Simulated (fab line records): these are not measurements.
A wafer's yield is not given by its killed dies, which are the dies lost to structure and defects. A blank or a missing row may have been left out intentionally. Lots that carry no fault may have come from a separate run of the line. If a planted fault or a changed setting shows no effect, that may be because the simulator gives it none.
Chamber matching ; flow n5_finfet ; N5_BEOL_M8_ETCH_72 on rie_diel-03 has 4 sister chambers
The step etches underlayer in N2/H2, target depth 6.5 nm, time 5.2 s. 14 wafers are shown with their chamber, then 7 later ones without.

## EACH WAFER AND ITS CHAMBER
wafer;chamber;drypump_motor_current_A (A);showerhead_plenum_p_Torr (Torr);throttle_valve_pct (%)
L074.1;1;6.5;2.58;17.63
L074.4;2;6.8;2.57;17.88
L074.6;0;6.0;2.47;18.05
L075.1;0;6.0;2.47;18.03
L075.2;1;6.5;2.58;17.63
L075.6;2;6.7;2.57;17.92
L078.2;3;5.6;2.61;17.98
L078.3;0;6.0;2.46;18.08
L078.6;3;5.6;2.61;17.98
L079.1;1;6.5;2.57;17.67
L079.4;2;6.7;2.56;17.95
L079.6;0;6.0;2.46;18.04
L081.1;3;5.6;2.61;18.01
L081.2;0;6.0;2.46;18.08

SIGNATURES (means of the wafers above)
reading;chamber 0;chamber 1;chamber 2;chamber 3;scatter within a chamber
drypump_motor_current_A;6.000;6.500;6.733;5.600;0.0258
showerhead_plenum_p_Torr;2.4640;2.5767;2.5667;2.6100;0.00503
throttle_valve_pct;18.0560;17.6433;17.9167;17.9900;0.025
Rule: a wafer lies at a distance from a chamber equal to the root of the sum of squares, over the readings, of (its reading less the chamber's mean, divided by the reading's scatter). If the next closest chamber is less than 2 further off than the closest, the wafer can't be placed; otherwise it belongs to the closest. The scatter: take each reading less its chamber's mean, square it, sum over the shown wafers, divide by the number of wafers less the number of chambers, and take the root.

## WAFERS WITHOUT THEIR CHAMBER
wafer;drypump_motor_current_A (A);showerhead_plenum_p_Torr (Torr);throttle_valve_pct (%)
L081.6;6.5;2.57;17.66
L089.2;6.7;2.56;17.96
L089.3;5.6;2.60;18.03
L089.5;5.6;2.60;18.01
L088.2;6.0;2.45;18.12
L088.3;6.5;2.57;17.69
L088.6;6.5;2.57;17.69

## WHICH CHAMBER EACH ONE RAN IN
wafer;from the rows above;in truth
L081.6;1;1
L089.2;2;2
L089.3;3;3
L089.5;3;3
L088.2;0;0
L088.3;1;1
L088.6;1;1
7 of 7 placed correctly. From these rows, 0 cannot be placed. Number placed wrongly: 0.
